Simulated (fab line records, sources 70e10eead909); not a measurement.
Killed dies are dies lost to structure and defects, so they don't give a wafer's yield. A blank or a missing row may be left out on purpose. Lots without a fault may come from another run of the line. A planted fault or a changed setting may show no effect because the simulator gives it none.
Which tool did it? | flow nand_harc | 24 lots, 72 wafers sampled, at 6 steps of a route of 1159

WHAT THE GAUGES READ, wafer by wafer
NHARC_A_CONTACT_CD_MEAS_80. Usual: cd_nm 189.4 nm, standard deviation 0.83.
lot  | measured     | on        | cd_nm (nm)        | flag
L074 | day 16 15:52 | cd_sem-01 | 188.9 188.7 188.7 |
L077 | day 17 08:35 | cd_sem-01 | 189.6 189.0 189.2 |
L075 | day 17 10:55 | cd_sem-03 | 188.6 189.1 189.5 |
L078 | day 18 01:26 | cd_sem-01 | 188.4 188.8 188.5 |
L076 | day 18 02:56 | cd_sem-03 | 188.8 188.5 189.1 |
L079 | day 18 04:17 | cd_sem-03 | 190.2 189.5 190.1 |
L080 | day 18 10:22 | cd_sem-03 | 189.4 189.2 190.0 |
L081 | day 18 15:12 | cd_sem-01 | 190.3 190.2 189.9 |
L083 | day 18 22:13 | cd_sem-03 | 190.2 189.8 189.4 |
L082 | day 19 05:13 | cd_sem-01 | 188.9 189.3 189.0 |
L084 | day 19 15:37 | cd_sem-03 | 189.3 189.0 189.3 |
L085 | day 19 16:23 | cd_sem-02 | 190.0 189.8 189.6 |
L088 | day 19 21:27 | cd_sem-02 | 189.0 188.9 188.9 |
L086 | day 19 22:57 | cd_sem-02 | 188.3 188.5 188.7 |
L087 | day 20 05:58 | cd_sem-02 | 188.7 188.8 189.0 |
L090 | day 20 07:22 | cd_sem-03 | 187.9 187.4 188.1 |
L089 | day 20 10:50 | cd_sem-03 | 189.7 190.2 190.0 |
L091 | day 20 21:52 | cd_sem-01 | 189.6 189.8 189.7 |
L092 | day 21 01:30 | cd_sem-01 | 190.7 190.2 189.9 |
L093 | day 21 08:04 | cd_sem-03 | 188.6 188.6 189.0 |
L097 | day 21 22:43 | cd_sem-02 | 190.0 190.0 190.3 |
L095 | day 22 06:08 | cd_sem-03 | 191.0 191.5 191.2 |
L094 | day 22 05:22 | cd_sem-03 | 189.8 189.1 189.7 |
L096 | day 22 09:54 | cd_sem-03 | 190.7 191.4 191.3 |

WHICH TOOL RAN EACH LOT (tool, then ch and the chambers of the sampled wafers, then the start)
lot  | NHARC_A_CONTACT_DEP_57        | NHARC_A_CONTACT_ETCH_75            | NHARC_A_CONTACT_ETCH_125             | NHARC_A_CONTACT_ETCH_131             | NHARC_A_CONTACT_ETCH_132
L074 | acl_dep-02 ch 0, day 16 09:32 | rie_diel-08 ch 0,1,3, day 16 12:11 | har_cap_etch-02 ch 0,1, day 16 13:31 | har_cap_etch-02 ch 0,1, day 16 14:39 | har_cap_etch-02 ch 0,1, day 16 14:50
L077 | acl_dep-03 ch 0, day 17 02:39 | rie_diel-08 ch 0,3, day 17 05:22   | har_cap_etch-02 ch 0,1, day 17 06:37 | har_cap_etch-02 ch 0,1, day 17 07:28 | har_cap_etch-02 ch 0,1, day 17 07:36
L075 | acl_dep-02 ch 0, day 17 05:52 | rie_diel-09 ch 0,1,3, day 17 07:46 | har_cap_etch-01 ch 0,1, day 17 09:02 | har_cap_etch-01 ch 0,1, day 17 09:52 | har_cap_etch-01 ch 0,1, day 17 10:01
L078 | acl_dep-01 ch 0, day 17 19:01 | rie_diel-09 ch 1,2, day 17 21:29   | har_cap_etch-03 ch 0,1, day 17 23:23 | har_cap_etch-03 ch 0,1, day 18 00:14 | har_cap_etch-03 ch 0,1, day 18 00:22
L076 | acl_dep-01 ch 0, day 17 20:32 | rie_diel-09 ch 0,1,3, day 17 23:29 | har_cap_etch-01 ch 0,1, day 18 00:44 | har_cap_etch-01 ch 0,1, day 18 01:36 | har_cap_etch-01 ch 0,1, day 18 01:44
L079 | acl_dep-02 ch 0, day 17 22:17 | rie_diel-09 ch 0,2,3, day 18 00:49 | har_cap_etch-02 ch 0,1, day 18 02:08 | har_cap_etch-02 ch 0,1, day 18 03:02 | har_cap_etch-02 ch 0,1, day 18 03:14
L080 | acl_dep-01 ch 0, day 18 04:25 | rie_diel-09 ch 2,3, day 18 07:02   | har_cap_etch-01 ch 0,1, day 18 08:28 | har_cap_etch-01 ch 0,1, day 18 09:18 | har_cap_etch-01 ch 0,1, day 18 09:27
L081 | acl_dep-02 ch 0, day 18 09:05 | rie_diel-07 ch 0,1,3, day 18 11:52 | har_cap_etch-03 ch 0,1, day 18 13:18 | har_cap_etch-03 ch 0,1, day 18 14:10 | har_cap_etch-03 ch 0,1, day 18 14:18
L083 | acl_dep-03 ch 0, day 18 15:28 | rie_diel-07 ch 0,3, day 18 18:57   | har_cap_etch-03 ch 0,1, day 18 20:19 | har_cap_etch-03 ch 0,1, day 18 21:10 | har_cap_etch-03 ch 0,1, day 18 21:19
L082 | acl_dep-03 ch 0, day 18 23:27 | rie_diel-07 ch 1,2,3, day 19 01:47 | har_cap_etch-02 ch 0,1, day 19 03:13 | har_cap_etch-02 ch 0,1, day 19 04:04 | har_cap_etch-02 ch 0,1, day 19 04:12
L084 | acl_dep-02 ch 0, day 19 10:01 | rie_diel-07 ch 0,3, day 19 12:28   | har_cap_etch-03 ch 0, day 19 13:43   | har_cap_etch-03 ch 0, day 19 14:34   | har_cap_etch-03 ch 0, day 19 14:43
L085 | acl_dep-03 ch 0, day 19 10:10 | rie_diel-07 ch 0,1,3, day 19 12:57 | har_cap_etch-02 ch 0,1, day 19 14:29 | har_cap_etch-02 ch 0,1, day 19 15:20 | har_cap_etch-02 ch 0,1, day 19 15:28
L088 | acl_dep-01 ch 0, day 19 15:19 | rie_diel-08 ch 0,1,2, day 19 18:05 | har_cap_etch-01 ch 0, day 19 19:31   | har_cap_etch-01 ch 0, day 19 20:23   | har_cap_etch-01 ch 0, day 19 20:31
L086 | acl_dep-01 ch 0, day 19 17:02 | rie_diel-09 ch 0,2,3, day 19 19:48 | har_cap_etch-02 ch 0,1, day 19 21:02 | har_cap_etch-02 ch 0,1, day 19 21:53 | har_cap_etch-02 ch 0,1, day 19 22:01
L087 | acl_dep-02 ch 0, day 19 23:46 | rie_diel-09 ch 1,2,3, day 20 02:14 | har_cap_etch-03 ch 0,1, day 20 03:34 | har_cap_etch-03 ch 0,1, day 20 04:42 | har_cap_etch-03 ch 0,1, day 20 04:53
L090 | acl_dep-03 ch 0, day 20 01:37 | rie_diel-09 ch 0,1, day 20 04:12   | har_cap_etch-02 ch 1, day 20 05:26   | har_cap_etch-02 ch 1, day 20 06:17   | har_cap_etch-02 ch 1, day 20 06:25
L089 | acl_dep-01 ch 0, day 20 05:02 | rie_diel-08 ch 0,1,3, day 20 07:41 | har_cap_etch-01 ch 0,1, day 20 08:57 | har_cap_etch-01 ch 0,1, day 20 09:48 | har_cap_etch-01 ch 0,1, day 20 09:56
L091 | acl_dep-01 ch 0, day 20 16:07 | rie_diel-08 ch 0,2, day 20 18:43   | har_cap_etch-01 ch 0,1, day 20 19:57 | har_cap_etch-01 ch 0,1, day 20 20:47 | har_cap_etch-01 ch 0,1, day 20 20:56
L092 | acl_dep-03 ch 0, day 20 19:22 | rie_diel-09 ch 1,2, day 20 22:10   | har_cap_etch-03 ch 0,1, day 20 23:25 | har_cap_etch-03 ch 0,1, day 21 00:16 | har_cap_etch-03 ch 0,1, day 21 00:25
L093 | acl_dep-03 ch 0, day 21 02:28 | rie_diel-09 ch 0,1,3, day 21 04:48 | har_cap_etch-02 ch 0,1, day 21 06:10 | har_cap_etch-02 ch 0,1, day 21 07:00 | har_cap_etch-02 ch 0,1, day 21 07:08
L097 | acl_dep-01 ch 0, day 21 16:53 | rie_diel-09 ch 0,2, day 21 19:29   | har_cap_etch-02 ch 0,1, day 21 20:47 | har_cap_etch-02 ch 0,1, day 21 21:39 | har_cap_etch-02 ch 0,1, day 21 21:47
L095 | acl_dep-03 ch 0, day 21 23:27 | rie_diel-08 ch 1,2, day 22 02:17   | har_cap_etch-03 ch 0,1, day 22 04:03 | har_cap_etch-03 ch 0,1, day 22 04:54 | har_cap_etch-03 ch 0,1, day 22 05:02
L094 | acl_dep-01 ch 0, day 21 23:41 | rie_diel-07 ch 0,3, day 22 02:01   | har_cap_etch-01 ch 0,1, day 22 03:27 | har_cap_etch-01 ch 0,1, day 22 04:18 | har_cap_etch-01 ch 0,1, day 22 04:27
L096 | acl_dep-01 ch 0, day 22 03:05 | rie_diel-09 ch 0,1, day 22 06:04   | har_cap_etch-01 ch 0,1, day 22 07:54 | har_cap_etch-01 ch 0,1, day 22 08:46 | har_cap_etch-01 ch 0,1, day 22 08:54
- NHARC_A_CONTACT_DEP_57: deposits aC, target thk 2800 nm.
- NHARC_A_CONTACT_ETCH_75: etches the open film in CF4, target depth 39 nm, time 65 s.
- NHARC_A_CONTACT_ETCH_125: etches the open film in C4F8/O2/Ar, time 155 s, target depth 956 nm.
- NHARC_A_CONTACT_ETCH_131: etches the open film in C4F8/O2/Ar, time 155 s, target depth 956 nm.
- NHARC_A_CONTACT_ETCH_132: etches the open film in C4F8/O2/Ar, time 156 s, target depth 958 nm.

WHAT THE TOOLS THEMSELVES READ (means of the sampled wafers that have a number; where no wafer has one, the mark that the record gives instead)
NHARC_A_CONTACT_DEP_57. Usual: throttle_valve_pct 34.999 %, standard deviation 0.0098.
lot  | tool       | throttle_valve_pct (%) | flag
L074 | acl_dep-02 | 34.991                 |
L077 | acl_dep-03 | 35.002                 |
L075 | acl_dep-02 | 34.994                 |
L078 | acl_dep-01 | 35.001                 |
L076 | acl_dep-01 | 35.002                 |
L079 | acl_dep-02 | 34.999                 |
L080 | acl_dep-01 | 34.996                 |
L081 | acl_dep-02 | 35.012                 |
L083 | acl_dep-03 | 35.003                 |
L082 | acl_dep-03 | 34.994                 |
L084 | acl_dep-02 | 35.004                 |
L085 | acl_dep-03 | 35.004                 |
L088 | acl_dep-01 | 34.998                 |
L086 | acl_dep-01 | 34.987                 |
L087 | acl_dep-02 | 34.995                 |
L090 | acl_dep-03 | 35.000                 |
L089 | acl_dep-01 | 34.985                 |
L091 | acl_dep-01 | 35.002                 |
L092 | acl_dep-03 | 35.005                 |
L093 | acl_dep-03 | 35.005                 |
L097 | acl_dep-01 | 35.000                 |
L095 | acl_dep-03 | 34.999                 |
L094 | acl_dep-01 | 35.000                 |
L096 | acl_dep-01 | 35.004                 |

NHARC_A_CONTACT_ETCH_75. Usual: drypump_motor_current_A 5.8 A, standard deviation 0.55; oes_product_au 1.000 a.u., standard deviation 0.0071; rf_vpp_V 151.4 V, standard deviation 1.1; showerhead_plenum_p_Torr 1.77 Torr, standard deviation 0.065; throttle_valve_pct 13.284 %, standard deviation 0.0085.
lot  | tool        | drypump_motor_current_A (A) | oes_product_au (a.u.) | rf_vpp_V (V) | showerhead_plenum_p_Torr (Torr) | throttle_valve_pct (%) | flag
L074 | rie_diel-08 | 6.2                         | 1.001                 | 151.3        | 1.81                            | 13.284                 |
L077 | rie_diel-08 | 6.1                         | 1.001                 | 152.0        | 1.82                            | 13.278                 |
L075 | rie_diel-09 | 5.9                         | 0.996                 | 151.0        | 1.75                            | 13.281                 |
L078 | rie_diel-09 | 6.1                         | 0.992                 | 151.0        | 1.75                            | 13.284                 |
L076 | rie_diel-09 | 5.9                         | 1.000                 | 151.9        | 1.75                            | 13.286                 |
L079 | rie_diel-09 | 6.0                         | 1.000                 | 151.2        | 1.79                            | 13.290                 |
L080 | rie_diel-09 | 6.2                         | 0.999                 | 152.0        | 1.79                            | 13.274                 |
L081 | rie_diel-07 | 5.1                         | 0.998                 | 150.5        | 1.77                            | 13.280                 |
L083 | rie_diel-07 | 5.1                         | 1.000                 | 151.5        | 1.81                            | 13.286                 |
L082 | rie_diel-07 | 5.2                         | 1.005                 | 150.6        | 1.73                            | 13.282                 |
L084 | rie_diel-07 | 5.1                         | 1.001                 | 151.8        | 1.81                            | 13.289                 |
L085 | rie_diel-07 | 5.1                         | 1.005                 | 151.4        | 1.77                            | 13.292                 |
L088 | rie_diel-08 | 6.3                         | 1.003                 | 151.6        | 1.75                            | 13.286                 |
L086 | rie_diel-09 | 5.9                         | 0.999                 | 151.4        | 1.79                            | 13.276                 |
L087 | rie_diel-09 | 6.1                         | 0.988                 | 151.6        | 1.75                            | 13.283                 |
L090 | rie_diel-09 | 5.8                         | 0.999                 | 151.4        | 1.75                            | 13.283                 |
L089 | rie_diel-08 | 6.3                         | 1.002                 | 151.4        | 1.80                            | 13.281                 |
L091 | rie_diel-08 | 6.1                         | 1.000                 | 150.3        | 1.75                            | 13.293                 |
L092 | rie_diel-09 | 6.0                         | 1.001                 | 152.1        | 1.75                            | 13.285                 |
L093 | rie_diel-09 | 5.9                         | 0.997                 | 151.9        | 1.75                            | 13.292                 |
L097 | rie_diel-09 | 5.7                         | 0.995                 | 151.4        | 1.82                            | 13.293                 |
L095 | rie_diel-08 | 6.4                         | 1.003                 | 152.0        | 1.83                            | 13.285                 |
L094 | rie_diel-07 | 5.1                         | 1.003                 | 152.3        | 1.80                            | 13.282                 |
L096 | rie_diel-09 | 5.6                         | 0.991                 | 150.4        | 1.78                            | 13.276                 |

THE ANSWER, worked out from the rows above alone
Rule: a lot is off if the mean of its wafers that have a number lies more than 3 standard deviations from the usual mean. A lot without any number at a reading at which 4 lots or more have one is off too. The other lots that the step has rows for count as sound. The gauges are gone through in route order, then the tools' own readings, and for those a lot's mean is taken as printed above. The first step at which some lot is off is used, and at that step the reading that is off furthest; a lot without a number counts as furthest.
No lot is off at any reading shown: from this, nothing can be told.

WHAT THE SIMULATOR HAD PUT IN
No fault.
